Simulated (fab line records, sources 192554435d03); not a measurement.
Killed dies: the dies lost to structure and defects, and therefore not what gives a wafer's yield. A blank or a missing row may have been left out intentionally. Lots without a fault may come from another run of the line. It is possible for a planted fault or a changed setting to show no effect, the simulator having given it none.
Problem report in the 8D (eight disciplines) form, filled by code -- flow n5 finfet -- the parts of the form that need people (team, actions taken, sign-off) are left out

== 1. THE ISSUE ==
A mean of 1.080 a.u. is read at N5_FIN_CUT_CUT_ETCH_15 for oes product au, taken on 1 wafer of 1 lot, against 0.999 a.u. (standard deviation 0.018) on wafers free of any fault. Relative to the usual mean, that is a shift of +4.5 standard deviations.
The step: etches Si in HBr/Cl2/O2, target depth 100 nm, bt time 10 s, time 42.4 s.
First observed at day 5 21:38: wafer L753.5, on rie si-05. The record holds 32 wafers of 11 lots with a number at this step. Rule for "out", or "out of limits": more than 4 standard deviations from the usual mean. The other wafers with a number count as sound.

== 2. WHAT IT IS; WHAT IT IS NOT ==
question,is,is not
which readings at this step,oes product au,"O2_flow_sccm, drypump motor current A, throttle valve pct"
which lots,L753,"L740, L741, L742, L743, L744, L745, L755, L756, L759, L761"
which wafers of those lots,L753.5,L753.4
read on which tools,rie si-05,"rie si-04, rie si-06"
when,from day 5 21:38,"up to then (19 sound wafers); but 12 sound wafers of L755, L756, L759, L761 came after"

== 3. THE SUSPECTS, EACH WITH WHAT RULES IT OUT ==
Counting: a tool at a process step up to the reading stays a suspect if it ran every lot that is out. Sound lots after the first of them don't rule it out here, since some wafers of a struck lot are sound.
- rie si-02 at N5_FIN_SAQP_ETCH_64 (etches SiO2 in CF4, target depth 1.5 nm): kept. The lot that is out, L753, ran on it at day 5 20:17; the last sound lot it ran before that was L743, at day 3 07:37.
- rie diel-06 at N5_FIN_CUT_ETCH_30 (etches underlayer in N2/H2, target depth 13 nm, time 10.4 s): kept. The lot that is out, L753, ran on it at day 5 21:03; the last sound lot it ran before that was L743, at day 3 08:29.
- rie si-05 at N5_FIN_CUT_CUT_ETCH_15 (etches Si in HBr/Cl2/O2, target depth 100 nm, bt time 10 s, time 42.4 s): kept. The lot that is out, L753, ran on it at day 5 21:38; the last sound lot it ran before that was L745, at day 3 21:48. Its own readings are out on those wafers: oes product au.
- At N5_FIN_SAQP_ETCH_64 on rie si-02, chamber 1 took the sound wafers of the same lots and chamber 3 took the wafers that are out.
- At N5_FIN_CUT_ETCH_30 on rie diel-06, chamber 1 took the sound wafers of the same lots and chamber 0 took the wafers that are out.
- At N5_FIN_CUT_CUT_ETCH_15 on rie si-05, chamber 3 took the sound wafers of the same lots and chamber 0 took the wafers that are out.
Left after counting: rie si-02 at N5_FIN_SAQP_ETCH_64, rie diel-06 at N5_FIN_CUT_ETCH_30, rie si-05 at N5_FIN_CUT_CUT_ETCH_15.

== 4. THE CAUSE (what the simulator had put in) ==
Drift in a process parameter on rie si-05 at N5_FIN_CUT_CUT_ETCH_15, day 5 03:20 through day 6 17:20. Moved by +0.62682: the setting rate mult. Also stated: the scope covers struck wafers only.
After counting, 3 suspects remain, this tool included.

== 5. THE EFFECT CHAIN, in route order ==
Each row: a reading whose mean over the struck wafers that have a number lies more than 3 standard deviations from the usual. Only readings for which the record gives a usual standard deviation are gone through. hours: the time from each lot's start at the first step in this table that gives one to its start at this step, as a median over the lots. sigmas: the change in usual standard deviations.
hours,step,reading,usual,on struck wafers,change,sigmas
0,N5_FIN_CUT_CUT_ETCH_15,oes product au,0.999 a.u.,1.080,+0.081,+4.5
It contains these process steps:
- N5_FIN_CUT_CUT_ETCH_15: etches Si in HBr/Cl2/O2, target depth 100 nm, bt time 10 s, time 42.4 s.

== 6. WHAT WOULD HAVE CAUGHT IT SOONER ==
In this record no reading fell out of limits until day 5 21:38, 18 hours after the fault had begun at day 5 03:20.
